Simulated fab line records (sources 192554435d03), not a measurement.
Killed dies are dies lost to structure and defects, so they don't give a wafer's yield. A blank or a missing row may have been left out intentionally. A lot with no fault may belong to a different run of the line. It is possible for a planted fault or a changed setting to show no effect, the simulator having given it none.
Matching of chambers	flow n5_finfet	4 sister chambers for N5_BEOL_M3_ALD_98 on ald_sin-04
The step deposits SiO2, target thk 2.5 nm, pulse time 1 s, co reactant pulse time 1 s. 4 wafers are shown with their chamber, then 10 later ones without.

== EACH WAFER AND ITS CHAMBER ==
wafer	chamber	heater_power_w (W)
L081.4	3	81
L083.6	1	80
L084.1	0	87
L084.3	2	78

== WAFERS MISSING THEIR CHAMBER ==
wafer	heater_power_w (W)
L084.5	77
L085.2	77
L085.4	84
L085.6	85
L097.1	85
L097.3	77
L097.6	80
L096.1	80
L096.3	86
L096.4	76

== CHAMBER TAKEN BY EACH ==
wafer	from the rows above	in truth
L084.5	can't be placed: 2 or 1 or 3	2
L085.2	can't be placed: 2 or 1 or 3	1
L085.4	can't be placed: 0 or 3 or 1 or 2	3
L085.6	can't be placed: 0 or 3 or 1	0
L097.1	can't be placed: 0 or 3 or 1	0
L097.3	can't be placed: 2 or 1 or 3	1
L097.6	can't be placed: 1 or 3 or 2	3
L096.1	can't be placed: 1 or 3 or 2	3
L096.3	0	0
L096.4	can't be placed: 2 or 1 or 3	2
1 of 10 placed correctly. Can't be placed from these rows: 9 (the true chamber is among the candidates in 9). Placed wrongly: 0.
How it was worked out, from the rows above alone: a wafer's distance from a chamber is the root of the sum, over the readings, of the square of ((its reading less the chamber's mean) divided by the reading's scatter). The wafer belongs to the nearest chamber; if the next one is less than 2 further off, it can't be placed. A chamber's mean is the mean of its shown wafers. The scatter: root of mean squared gap, hidden wafer to nearest shown wafer, with one shown wafer a chamber.
